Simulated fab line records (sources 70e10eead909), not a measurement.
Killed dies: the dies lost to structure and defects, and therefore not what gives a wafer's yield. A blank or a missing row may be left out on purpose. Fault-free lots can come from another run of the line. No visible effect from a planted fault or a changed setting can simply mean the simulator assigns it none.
The tool behind it: which one? || flow nand harc || 7 lots, 21 wafers sampled, at 4 steps of a route of 1159

== WHAT EACH GAUGE READ, for each wafer ==
NHARC_P_M0_CD_MEAS_09: the cd target is 90 nm.
{"lot": "L640", "measured": "day 6 09:44", "on": "cd sem-01", "cd nm (nm)": "89.9 90.5 89.4"}
{"lot": "L642", "measured": "day 7 00:04", "on": "cd sem-01", "cd nm (nm)": "91.7 91.9 91.7"}
{"lot": "L646", "measured": "day 7 15:19", "on": "cd sem-02", "cd nm (nm)": "89.3 89.8 89.9"}
{"lot": "L651", "measured": "day 8 21:46", "on": "cd sem-03", "cd nm (nm)": "91.5 91.0 90.3"}
{"lot": "L649", "measured": "day 8 22:54", "on": "cd sem-01", "cd nm (nm)": "90.0 88.8 89.8"}
{"lot": "L654", "measured": "day 9 22:08", "on": "cd sem-01", "cd nm (nm)": "67.7 65.8 65.9"}
{"lot": "L660", "measured": "day 11 05:15", "on": "cd sem-01", "cd nm (nm)": "75.5 75.8 75.3"}

== WHICH TOOL RAN EACH LOT (tool, then ch and the chambers of the sampled wafers, then the start) ==
{"lot": "L640", "NHARC_P_CONTACT_ETCH_18": "rie diel-02 ch 1,2,3, day 6 00:28 or earlier", "NHARC_P_CONTACT_ALD_22": "ald metal-03 ch 0,1,3, day 6 00:28", "NHARC_P_M0_EXPOSE_06": "arfi scanner-01 ch 0, day 6 09:35"}
{"lot": "L642", "NHARC_P_CONTACT_ETCH_18": "rie diel-02 ch 0,2,3, day 6 15:22 or earlier", "NHARC_P_CONTACT_ALD_22": "ald metal-04 ch 1,2,3, day 6 15:22", "NHARC_P_M0_EXPOSE_06": "arfi scanner-01 ch 0, day 6 23:55"}
{"lot": "L646", "NHARC_P_CONTACT_ETCH_18": "rie diel-06 ch 0,2,3, day 7 12:49 or earlier", "NHARC_P_CONTACT_ALD_22": "ald metal-04 ch 0,3, day 7 12:49", "NHARC_P_M0_EXPOSE_06": "arfi scanner-03 ch 0, day 7 15:11"}
{"lot": "L651", "NHARC_P_CONTACT_ETCH_18": "rie diel-06 ch 0,1,3, day 8 19:41 or earlier", "NHARC_P_CONTACT_ALD_22": "ald metal-03 ch 1,2,3, day 8 19:41", "NHARC_P_M0_EXPOSE_06": "arfi scanner-01 ch 0, day 8 21:38"}
{"lot": "L649", "NHARC_P_CONTACT_ETCH_18": "rie diel-02 ch 1,2, day 8 20:32 or earlier", "NHARC_P_CONTACT_ALD_22": "ald metal-03 ch 0,1,3, day 8 20:32", "NHARC_P_M0_EXPOSE_06": "arfi scanner-03 ch 0, day 8 22:46"}
{"lot": "L654", "NHARC_P_CONTACT_ETCH_18": "rie diel-04 ch 0,1,2, day 9 14:56 or earlier", "NHARC_P_CONTACT_ALD_22": "ald metal-03 ch 0,2, day 9 14:56", "NHARC_P_M0_EXPOSE_06": "arfi scanner-02 ch 0, day 9 22:00"}
{"lot": "L660", "NHARC_P_CONTACT_ETCH_18": "rie diel-04 ch 0,1,2, day 11 03:07 or earlier", "NHARC_P_CONTACT_ALD_22": "ald metal-04 ch 0,2,3, day 11 03:07", "NHARC_P_M0_EXPOSE_06": "arfi scanner-02 ch 0, day 11 05:06"}
- NHARC_P_CONTACT_ETCH_18: etches the open film in C4F8/O2/Ar, target depth 481 nm, time 240.5 s.
- NHARC_P_CONTACT_ALD_22: deposits TiN, target thk 3 nm, pulse time 1 s, ald cycles 150.
- NHARC_P_M0_EXPOSE_06: exposes mask P M0, target cd 90 nm.

== THE ANSWER, worked out from the rows above alone ==
Rule: what is usual is taken from the lots themselves. The widest of any qualifying gaps counts: lots, ordered by their means at a reading, are off when they make up no more than a third of the lots, leave a main group of 4 or more, and stand apart from it by 3 or more times the standard deviation of that group's means. A main group is skipped when, at the precision printed for the reading in the tables above, its means are all equal. Also off: a lot with no number at a reading for which 4 or more lots have one. All remaining lots with rows at the step are treated as sound.
Off, at NHARC_P_M0_CD_MEAS_09 on cd nm: L654, L660. The main group: mean 90.4 nm, standard deviation 0.85.
A tool fits if, at a process step before that reading, it ran every lot that is off, and no sound lot after the first of them. Those tools and the gauges at NHARC_P_M0_CD_MEAS_09 are tried in the same way. NHARC_P_CONTACT_ETCH_18: start missing for some lots; hours and lot order therefore follow NHARC_P_CONTACT_ALD_22. Can't be told from this: 3 tools fit, rie diel-04 at NHARC_P_CONTACT_ETCH_18, arfi scanner-02 at NHARC_P_M0_EXPOSE_06, cd sem-01 at NHARC_P_M0_CD_MEAS_09.

== WHAT THE SIMULATOR HAD INSERTED ==
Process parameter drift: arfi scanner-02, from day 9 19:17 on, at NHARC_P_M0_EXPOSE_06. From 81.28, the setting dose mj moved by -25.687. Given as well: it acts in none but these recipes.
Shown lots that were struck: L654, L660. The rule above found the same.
